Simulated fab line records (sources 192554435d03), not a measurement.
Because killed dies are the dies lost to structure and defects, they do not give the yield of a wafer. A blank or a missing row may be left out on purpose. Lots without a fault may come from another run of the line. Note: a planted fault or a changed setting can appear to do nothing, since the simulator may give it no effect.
fab line records	flow n5-finfet
record: lots: 8	wafers: 24	last-day: 17
route steps=1938 shown BEOL_M0_SAQP@669 BEOL_M0@715 BEOL_M4@1111 PASSIVATION@1936
lots that met no fault: from a run of the same line without faults
start-h: the number of hours between the record's first day and the start of the first shown wafer of the lot	wait-h: hours elapsed since this lot's preceding step	" unchanged from the row above	L1.1+2: a single row standing in for several wafers	- either no value or no given start	* or withheld: withheld	< > ~ a bound
route shown NAME@n: a module of which the file shows steps, and the number in the route of the first	usual: mean/standard deviation of fault-free wafers	same: alike in all rows	chamber/n: place in a boat	sites: each site's reading	_std_site: their standard deviation	_edge_site: the outer-site mean with the inner-site mean subtracted	radius-mm: how far each site lies from the wafer's centre	mask NAME#n: copy n	behind: the most recent tool/chamber to have shaped the wafer	hold: what put the lot on hold/how long, in hours/how the hold closed	device: names the non-switching transistor (n, p or np)	end of line: tests run on the same wafers once the route is complete	a step given without rows: its recipe and nothing more	killed: not the wafer's yield, but the dies lost to structure and defects at the first sort	map: a wafer's dies, x killed, . not, _ none there
set.NAME: the setting that was run; set.NAME@STEP: the one run at that earlier step	model.NAME: the simulator's own value behind a step, which no gauge read
steps of the route over a sample of lots; a table a step, a row a wafer
services: when a tool's chamber went out of use (start-h, in hours from the record's first day, below 0 if earlier), for how many hours, and the reason
== steps ==
step: N5_BEOL_M0_SAQP_MANDREL_ETCH_103
recipe: chemistry: HBr/Cl2	target: a-Si	target-depth-a: 450	bt-time-s: 10	stop-on: SiCN	mask-material: SiO2	over-etch-frac: 0.8	time-s: 27	pressure-mtorr: 10	icp-w: 800	bias-w: 75	HBr_flow_sccm: 150	Cl2_flow_sccm: 80	ends: end-point
usual: drypump-motor-current-A: 5.6/0.47	oes-product-au: 0.677/0.013	throttle-valve-pct: 35.6/0.32
lot.wafer	tool	chamber	start-h	wait-h	drypump-motor-current-A	oes-product-au	rf-hours-counter-h	throttle-valve-pct
L988.1	rie-si-06	1	144.31	0.0	4.8	0.676	97	36.0
L988.2	"	0	"	"	5.4	0.677	135	35.6
L988.4	"	2	"	"	6.5	0.677	5	35.1
L992.1	rie-si-06	0	165.56	0.0	5.4	0.679	136	35.6
L992.5	"	2	"	"	6.5	0.677	-	35.1
L992.6	"	3	"	"	5.5	0.666	-	36.0
L993.3	rie-si-01	0	175.08	0.0	5.0	0.683	6	35.7
L993.4	"	3	"	"	5.8	0.691	87	35.6
L993.5	"	0	"	"	5.0	0.695	-	35.7
L995.1	rie-si-03	3	186.26	0.0	5.9	0.673	177	35.4
L995.2	"	0	"	"	5.1	0.669	28	35.6
L995.5	"	2	"	"	5.4	0.704	-	35.2
L996.3	rie-si-06	3	192.28	0.0	5.5	0.664	124	36.0
L996.4	"	0	"	"	5.4	0.679	136	35.6
L996.6	"	3	"	"	5.5	0.673	-	36.0
L998.1	rie-si-06	2	205.06	0.0	6.5	0.679	6	35.1
L998.2	"	0	"	"	5.4	0.669	136	35.6
L998.4	"	1	"	"	4.7	0.682	98	36.0
L100.1	rie-si-06	2	213.85	0.0	6.5	0.666	7	35.1
L100.3	"	3	"	"	5.6	0.647	125	36.1
L100.4	"	0	"	"	5.4	0.677	137	35.6
L105.2	rie-si-03	3	240.71	0.0	5.9	0.664	177	35.4
L105.3	"	2	"	"	5.3	0.693	143	35.3
L105.4	"	1	"	"	5.8	0.671	168	35.9
step: N5_BEOL_M0_SAQP_ETCH_88
recipe: chemistry: N2/H2	target: underlayer	target-depth-a: 65	time-s: 5.2	ion-energy-ev: 200	mask-material: CAR-EUV	pressure-mtorr: 30	source-w: 840	bias-w: 150	n2-flow-sccm: 200	h2-flow-sccm: 200	ends: cleared
usual: drypump-motor-current-A: 6.0/0.58	etch-rf-on-time-s: 5.25/0.14	oes-product-au: 0.68/0.078	rf-vpp-V: 523.8/2.6	showerhead-plenum-p-Torr: 2.54/0.084	throttle-valve-pct: 17.86/0.21
lot.wafer	tool	chamber	start-h	wait-h	drypump-motor-current-A	etch-rf-on-time-s	oes-product-au	rf-hours-counter-h	rf-vpp-V	showerhead-plenum-p-Torr	throttle-valve-pct
L988.1	rie-diel-05	1	146.54	0.0	5.6	5.17	0.66	127	521.3	2.45	17.73
L988.2	"	3	"	"	6.3	5.25	0.70	85	519.7	2.46	17.81
L988.4	"	0	"	"	5.5	5.06	0.62	201	527.5	2.63	17.97
L992.1	rie-diel-02	3	167.74	0.0	6.4	5.35	0.65	147	523.2	2.55	17.90
L992.5	"	0	"	"	5.0	5.00	0.61	-	518.6	2.38	17.99
L992.6	"	3	"	"	6.5	5.37	0.66	-	524.6	2.55	17.91
L993.3	rie-diel-02	2	180.24	0.0	6.8	5.41	0.70	71	522.3	2.57	18.09
L993.4	"	2	"	"	6.8	5.41	0.71	-	524.4	2.57	18.10
L993.5	"	0	"	"	5.0	5.04	0.59	-	520.0	2.38	17.97
L995.1	rie-diel-05	0	188.54	0.0	5.4	5.14	0.60	210	524.7	2.63	17.95
L995.2	"	3	"	"	6.3	5.41	0.67	99	522.9	2.46	17.82
L995.5	"	0	"	"	5.4	5.15	0.60	-	525.3	2.63	17.98
L996.3	rie-diel-05	1	194.59	0.0	5.6	5.23	0.65	141	521.5	2.44	17.74
L996.4	"	0	"	"	5.5	5.13	0.60	212	525.5	2.62	18.00
L996.6	"	3	"	"	6.3	5.33	0.68	-	521.0	2.45	17.85
L998.1	rie-diel-02	2	207.23	0.0	6.7	5.45	0.68	81	523.1	2.57	18.11
L998.2	"	3	"	"	6.5	5.35	0.64	164	525.1	2.54	17.95
L998.4	"	0	"	"	5.1	4.95	0.90	1	527.7	2.70	17.48
L100.1	rie-diel-04	2	216.21	0.0	5.7	5.13	0.59	251	525.0	2.60	17.86
L100.3	"	3	"	"	5.5	5.33	0.78	23	528.9	2.69	17.23
L100.4	"	3	"	"	5.4	5.27	0.78	-	524.7	2.69	17.25
L105.2	rie-diel-05	2	243.20	0.0	6.5	5.30	0.74	53	520.9	2.48	17.73
L105.3	"	3	"	"	6.4	5.25	0.66	118	521.5	2.45	17.86
L105.4	"	1	"	"	5.6	5.20	0.64	157	520.7	2.44	17.76
step: N5_BEOL_M0_SAQP_ETCH_49
recipe: chemistry: CF4/O2	target-depth-a: 370	target: SiO2	pressure-mtorr: 40	source-w: 535	bias-w: 49	Ar_flow_sccm: 100	cf4-flow-sccm: 100	O2_flow_sccm: 10	ion-energy-ev: 100
usual: O2_flow_sccm: 10.00/0.032	drypump-motor-current-A: 5.9/0.55	oes_ar_750_au: 0.79/0.093	oes-product-au: 0.79/0.1	rf-vpp-V: 240/4.6	showerhead-plenum-p-Torr: 2.22/0.068	throttle-valve-pct: 15.87/0.21
lot.wafer	tool	chamber	start-h	wait-h	O2_flow_sccm	drypump-motor-current-A	oes_ar_750_au	oes-product-au	rf-hours-counter-h	rf-vpp-V	showerhead-plenum-p-Torr	throttle-valve-pct
L988.1	rie-diel-04	0	147.79	0.3	9.99	5.4	0.66	0.67	238	253	2.26	16.32
L988.2	"	1	"	"	9.99	5.4	0.69	0.69	233	240	2.27	15.84
L988.4	"	1	"	"	9.97	5.4	0.69	0.69	-	241	2.27	15.85
L992.1	rie-diel-02	0	168.51	0.3	9.97	5.0	0.70	0.69	249	237	2.08	15.97
L992.5	"	0	"	"	9.99	5.1	0.70	0.70	-	236	2.08	15.99
L992.6	"	2	"	"	10.03	6.7	0.82	0.85	-	237	2.24	16.10
L993.3	rie-diel-05	0	181.20	0.3	9.98	5.5	0.70	0.71	209	238	2.27	15.83
L993.4	"	2	"	"	10.05	6.5	0.90	0.90	33	235	2.17	15.80
L993.5	"	0	"	"	10.00	5.5	0.72	0.71	-	240	2.27	15.81
L995.1	rie-diel-02	1	191.17	0.3	9.96	6.2	0.95	1.00	0	244	2.18	15.71
L995.2	"	3	"	"	9.97	6.5	0.76	0.77	157	239	2.20	15.96
L995.5	"	2	"	"	9.96	6.8	0.82	0.83	-	238	2.23	16.11
L996.3	rie-diel-02	2	195.91	0.3	10.02	6.8	0.81	0.82	77	237	2.23	16.13
L996.4	"	3	"	"	10.01	6.5	0.76	0.77	-	239	2.20	15.95
L996.6	"	1	"	"	10.00	6.2	0.93	0.95	-	243	2.18	15.70
L998.1	rie-diel-04	2	209.15	0.3	10.02	5.6	0.71	0.67	249	241	2.27	15.93
L998.2	"	3	"	"	10.00	5.5	0.92	0.92	21	232	2.34	15.41
L998.4	"	3	"	"	10.05	5.4	0.91	0.91	-	233	2.34	15.41
L100.1	rie-diel-02	0	217.31	0.4	10.00	5.1	1.00	1.01	3	241	2.34	15.51
L100.3	"	1	"	"	10.02	6.2	0.89	0.93	10	243	2.17	15.72
L100.4	"	2	"	"	10.01	6.7	0.79	0.81	85	237	2.23	16.13
L105.2	rie-diel-02	2	243.97	0.3	10.02	6.7	0.80	0.81	93	238	2.23	16.17
L105.3	"	3	"	"	9.93	6.5	0.75	0.76	174	239	2.19	15.98
L105.4	"	1	"	"	10.03	6.2	0.88	0.90	18	244	2.17	15.74
step: N5_BEOL_M0_ETCH_138
recipe: chemistry: CH3F/O2	target-depth-a: 120	target: SiCN	time-s: 31.6	ion-energy-ev: 120	pressure-mtorr: 30	source-w: 395	bias-w: 75	Ar_flow_sccm: 150	CH3F_flow_sccm: 30	O2_flow_sccm: 20	ends: cleared
usual: O2_flow_sccm: 20.01/0.057	drypump-motor-current-A: 5.7/0.41	etch-rf-on-time-s: 28.9/0.94	oes-product-au: 0.70/0.081	rf-vpp-V: 297.9/1.4	showerhead-plenum-p-Torr: 2.03/0.058	throttle-valve-pct: 16.32/0.23
lot.wafer	tool	chamber	start-h	wait-h	O2_flow_sccm	drypump-motor-current-A	etch-rf-on-time-s	oes-product-au	rf-hours-counter-h	rf-vpp-V	showerhead-plenum-p-Torr	throttle-valve-pct
L988.1	rie-diel-06	2	148.47	0.0	19.99	5.5	28.3	0.60	237	297.9	2.06	16.60
L988.2	"	1	"	"	20.03	6.0	28.0	0.77	22	299.4	2.14	16.08
L988.4	"	3	"	"	20.02	5.7	27.4	0.66	168	296.7	1.98	16.63
L992.1	rie-diel-01	2	169.50	0.0	19.99	5.3	29.8	0.61	234	297.0	1.98	16.60
L992.5	"	1	"	"	20.06	6.4	28.9	0.74	-	297.8	2.03	15.98
L992.6	"	2	"	"	19.97	5.3	29.5	0.60	-	297.5	1.98	16.58
L993.3	rie-diel-01	1	181.98	0.0	20.06	6.4	28.1	0.74	71	296.8	2.03	15.98
L993.4	"	1	"	"	20.09	6.5	27.8	0.73	-	298.6	2.03	15.98
L993.5	"	3	"	"	19.90	5.5	28.7	0.60	-	298.1	1.98	16.51
L995.1	rie-diel-06	3	191.96	0.0	19.96	5.7	28.0	0.64	181	297.8	1.98	16.67
L995.2	"	0	"	"	19.98	5.1	28.7	0.67	140	300.6	2.10	16.40
L995.5	"	1	"	"	20.00	6.0	28.1	0.76	-	300.6	2.14	16.12
L996.3	rie-diel-03	0	196.69	0.0	20.12	5.9	29.0	0.77	22	298.6	2.04	16.30
L996.4	"	1	"	"	19.98	6.0	29.7	0.73	50	295.7	1.96	16.32
L996.6	"	1	"	"	19.98	6.0	29.7	0.74	-	296.8	1.96	16.33
L998.1	rie-diel-06	2	209.99	0.0	19.94	5.6	30.6	0.86	1	298.9	2.05	16.11
L998.2	"	0	"	"	20.03	5.1	32.1	0.65	149	300.2	2.09	16.41
L998.4	"	3	"	"	20.04	5.7	31.1	0.64	191	296.8	1.97	16.66
L100.1	rie-diel-06	0	218.09	0.0	20.07	5.2	32.8	0.65	152	299.5	2.09	16.42
L100.3	"	2	"	"	20.06	5.6	32.4	0.84	3	299.2	2.05	16.14
L100.4	"	3	"	"	19.99	5.6	31.5	0.65	193	296.3	1.97	16.66
L105.2	rie-diel-06	1	244.76	0.0	20.00	6.0	29.5	0.73	60	298.9	2.13	16.15
L105.3	"	3	"	"	20.06	5.7	29.1	0.63	203	295.0	1.97	16.71
L105.4	"	0	"	"	20.04	5.1	30.8	0.65	161	299.8	2.09	16.43
step: N5_BEOL_M0_STRIP_142
recipe: chemistry: N2/H2	time-s: 10	power-w: 450	temp-c: 40	pressure-mtorr: 20	rf-frequency-hz: 6e+07	bias-power-w: 7	n2-flow-sccm: 200	h2-flow-sccm: 200
usual: drypump-motor-current-A: 5.8/0.44	oes-product-au: 0.82/0.091	rf-vpp-V: 59.2/0.92	showerhead-plenum-p-Torr: 2.57/0.068	temp-c: 40.00/0.11	throttle-valve-pct: 23.7/0.32
lot.wafer	tool	chamber	start-h	wait-h	drypump-motor-current-A	oes-product-au	rf-hours-counter-h	rf-vpp-V	showerhead-plenum-p-Torr	temp-c	throttle-valve-pct
L988.1	rie-diel-01	1	148.98	0.0	6.4	0.86	57	60.4	2.57	40.03	23.0
L988.2	"	3	"	"	5.5	0.72	211	58.1	2.51	39.96	24.0
L988.4	"	0	"	"	6.7	0.69	244	59.4	2.62	39.87	23.8
L992.1	rie-diel-03	1	172.57	0.0	6.0	0.86	42	59.7	2.48	40.02	23.7
L992.5	"	3	"	"	5.8	0.97	-	58.1	2.49	39.89	23.5
L992.6	"	2	"	"	5.3	0.88	-	59.0	2.60	39.97	23.6
L993.3	rie-diel-06	0	183.41	0.0	5.2	0.79	136	58.5	2.66	39.77	23.9
L993.4	"	3	"	"	5.7	0.75	178	59.6	2.53	40.08	24.2
L993.5	"	2	"	"	5.5	0.68	-	61.3	2.61	39.94	24.2
L995.1	rie-diel-03	0	193.73	0.0	5.9	0.92	21	59.5	2.58	40.06	23.8
L995.2	"	3	"	"	5.8	0.94	11	59.6	2.49	40.06	23.5
L995.5	"	1	"	"	6.0	0.85	-	59.2	2.47	40.02	23.7
L996.3	rie-diel-06	1	197.79	0.0	6.0	0.89	42	60.1	2.70	40.05	23.3
L996.4	"	1	"	"	6.0	0.88	-	62.6	2.70	39.88	23.3
L996.6	"	3	"	"	5.7	0.75	-	57.5	2.53	39.92	24.3
L998.1	rie-diel-06	2	211.05	0.0	5.6	1.00	2	59.1	2.61	40.07	23.7
L998.2	"	0	"	"	5.2	0.78	149	59.7	2.65	39.93	23.9
L998.4	"	3	"	"	5.7	0.75	191	58.6	2.53	40.12	24.3
L100.1	rie-diel-03	0	220.49	0.0	5.9	0.91	30	60.1	2.58	40.02	23.8
L100.3	"	2	"	"	5.3	0.87	42	60.9	2.59	40.11	23.7
L100.4	"	1	"	"	6.0	0.84	58	59.8	2.47	39.91	23.7
L105.2	rie-diel-03	3	246.12	0.0	5.8	0.90	28	58.2	2.48	39.78	23.5
L105.3	"	1	"	"	6.0	0.81	67	58.3	2.47	40.10	23.7
L105.4	"	2	"	"	5.3	0.85	51	59.2	2.59	40.04	23.7
step: N5_BEOL_M4_RC_MEAS_101
usual: DIBL_N: 36.0/1.7	DIBL_P: 36.0/2	IOFF_N: 0.156/0.028	IOFF_P: 0.21/0.04	ION_N: 673/12	ION_P: 463/8.3	SS_N: 71.4/0.6	SS_P: 73.3/0.66	VT_N: 250/3	VT_P: -250/3.8
lot.wafer	tool	chamber	start-h	wait-h	DIBL_N[mV/V]	DIBL_P[mV/V]	IOFF_N[nA/um]	IOFF_P[nA/um]	ION_N[uA/um]	ION_P[uA/um]	SS_N[mV/dec]	SS_P[mV/dec]	VT_N[mV]	VT_P[mV]
L988.1	prober-01	0	190.45	0.0	34.8	33.7	0.118	0.18	652	454	71.3	73.1	255	-252
L988.2	"	0	"	"	37.8	38.1	0.169	0.24	669	465	72.4	73.7	250	-246
L988.4	"	0	"	"	35.3	34.2	0.136	0.18	672	463	71.1	72.9	250	-252
L992.1	prober-02	0	216.26	0.0	37.0	36.3	0.172	0.20	684	466	72.0	73.8	248	-253
L992.5	"	0	"	"	36.4	35.2	0.160	0.18	684	468	71.0	73.5	248	-253
L992.6	"	0	"	"	36.6	36.0	0.163	0.19	682	461	71.5	73.7	251	-253
L993.3	prober-02	0	227.16	0.3	32.3	32.4	0.112	0.19	658	462	70.2	72.7	254	-249
L993.4	"	0	"	"	34.6	35.4	0.156	0.23	682	467	71.0	73.5	250	-247
L993.5	"	0	"	"	34.7	35.3	0.142	0.22	660	459	71.6	73.2	252	-247
L995.1	prober-02	0	238.77	0.0	35.4	35.3	0.164	0.23	678	467	71.0	72.4	247	-245
L995.2	"	0	"	"	33.6	34.6	0.139	0.23	672	474	70.8	72.7	248	-247
L995.5	"	0	"	"	35.8	36.7	0.188	0.27	695	480	71.8	73.8	246	-245
L996.3	prober-01	0	243.23	0.3	36.4	37.6	0.171	0.28	694	480	71.3	73.8	248	-240
L996.4	"	0	"	"	34.0	35.2	0.133	0.25	680	485	70.9	73.3	249	-243
L996.6	"	0	"	"	35.7	37.5	0.155	0.28	688	480	71.4	74.7	248	-244
L998.1	prober-02	0	254.02	0.0	38.0	39.2	0.202	0.22	691	464	72.0	74.4	245	-251
L998.2	"	0	"	"	36.2	36.7	0.174	0.19	681	458	71.3	73.9	248	-252
L998.4	"	0	"	"	33.9	34.5	0.133	0.16	667	457	70.4	73.4	251	-256
L100.1	prober-02	0	274.15	0.0	38.8	38.5	0.179	0.24	675	463	71.9	73.6	249	-250
L100.3	"	0	"	"	37.1	36.2	0.156	0.22	687	470	71.3	72.2	248	-248
L100.4	"	0	"	"	37.9	36.2	0.163	0.22	672	460	71.2	72.9	251	-249
L105.2	prober-01	0	298.67	0.2	35.1	35.2	0.132	0.16	676	463	70.9	72.4	251	-254
L105.3	"	0	"	"	36.1	36.0	0.156	0.18	674	461	71.5	73.2	250	-256
L105.4	"	0	"	"	35.9	36.8	0.150	0.19	680	462	71.0	72.9	251	-253
step: N5_PASSIVATION_PROBE_49
usual: defect-limited-yield: 91.6/1.6	killed_at_M0_to_M3: 31/10	killed_at_M4_up: 14/6.3	killed-at-contacts: 12/6.1	killed-at-front-end: 39/12	killed-at-other: 3.7/2.8	killed-dies: 100/19	killed-open: 66/14	killed-short: 33/8.1	sort_bin_5_function: 5.0/1.1	sort_bin_6_memory: 3.2/0.66	sort-n-pass: 1080/18	sort-yield-pct: 91.6/1.6
same: gross-dies: 1180	killed-at-back-side: 0	sort_bin_4_leakage[%]: 0	sort_bin_8_speed[%]: 0
lot.wafer	tool	chamber	start-h	wait-h	defect-limited-yield[%]	killed_at_M0_to_M3	killed_at_M4_up	killed-at-contacts	killed-at-front-end	killed-at-other	killed-dies	killed-open	killed-short	sort_bin_5_function[%]	sort_bin_6_memory[%]	sort-n-pass	sort-yield-pct[%]
L105.2	prober-01	-	399.74	0.1	92.3	26	8	20	25	12	91	57	33	4.2	3.3	1089	92.3
L105.3	prober-01	-	399.79	0.1	89.1	34	17	20	54	4	129	77	46	6.7	3.8	1051	89.1
L105.4	prober-01	-	399.84	0.2	92.1	24	13	16	28	12	93	62	28	5.0	2.5	1087	92.1
killed by level:class
L105.2 MOL_CONTACT_COAG:geometric-particle:open=14 BEOL_M0_SAQP:geometric-particle:short=8 MOL_CONTACT_COAG:geometric-particle:short=6 FIN_SAQP:geometric-particle:open=5 BEOL_M0_SAQP:geometric-particle:open=5 BEOL_M3:geometric-particle:open=5 STARTING-WAFER:geometric-particle:open=5 BEOL_M1:geometric-particle:open=4
L105.3 FIN_SAQP:geometric-particle:open=17 FIN_SAQP:geometric-particle:short=15 MOL_CONTACT_COAG:geometric-particle:open=13 BEOL_M1:geometric-particle:open=11 BEOL_M3:geometric-particle:open=8 MOL_CONTACT_COAG:geometric-particle:short=7 BEOL_M0_SAQP:geometric-particle:short=7 STI_FIN_REVEAL:geometric-particle:open=6
L105.4 MOL_CONTACT_COAG:geometric-particle:open=13 FIN_SAQP:geometric-particle:short=6 GATE_CUT:geometric-particle:open=6 BEOL_M0_SAQP:geometric-particle:open=6 BEOL_M3:geometric-particle:open=6 BEOL_M0_SAQP:geometric-particle:short=4 BEOL_M2:geometric-particle:open=4 BEOL_M4:geometric-particle:open=4
== services ==
tool	chamber	start-h	hours	kind
rie-diel-06	1	132.23	6.0	repair
rie-diel-06	0	133.63	5.5	repair
rie-si-03	3	138.95	7.1	repair
rie-diel-06	-	139.31	0.5	repair
rie-diel-04	1	142.41	4.1	repair
rie-diel-05	0	149.93	9.9	repair
rie-diel-06	3	155.87	5.8	repair
rie-diel-02	1	158.69	-	clean
rie-diel-02	1	158.69	-	consumable-replace:focus-ring
rie-diel-02	1	158.69	32.3	scheduled-down
rie-diel-02	1	158.69	32.3	vent-cycle
rie-si-03	1	165.83	4.1	repair
rie-diel-06	2	184.66	-	clean
rie-diel-06	2	184.66	-	consumable-replace:focus-ring
rie-diel-06	2	184.66	21.6	scheduled-down
rie-diel-06	2	184.66	21.6	vent-cycle
rie-diel-02	0	191.04	-	clean
rie-diel-02	0	191.04	-	consumable-replace:focus-ring
rie-diel-02	0	191.04	-	consumable-replace:showerhead
rie-si-01	-	200.69	0.3	repair
rie-si-03	3	206.51	30.3	repair
rie-si-03	1	209.33	14.4	repair
rie-diel-03	-	221.21	0.3	repair
rie-si-06	2	245.23	5.5	repair
== key ==
first-sign: step: N5_BEOL_M0_ETCH_138	reading: etch-rf-on-time-s	direction: up	sigmas: 3	usual: *	struck: *
effect none on later readings
met-at N5_BEOL_M0_SAQP_MANDREL_ETCH_103
struck-lots L998,L100
not-acting-at N5_BEOL_M0_SAQP_ETCH_88,N5_BEOL_M0_SAQP_ETCH_49,N5_BEOL_M0_STRIP_142
onset-between 192.28 205.06
fault: kind: process-parameter-drift	tool: rie-si-06	chamber: -	onset-h: 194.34	steps: N5_BEOL_M0_SAQP_MANDREL_ETCH_103	channel: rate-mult	offset: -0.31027	shape: step	end-h: 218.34
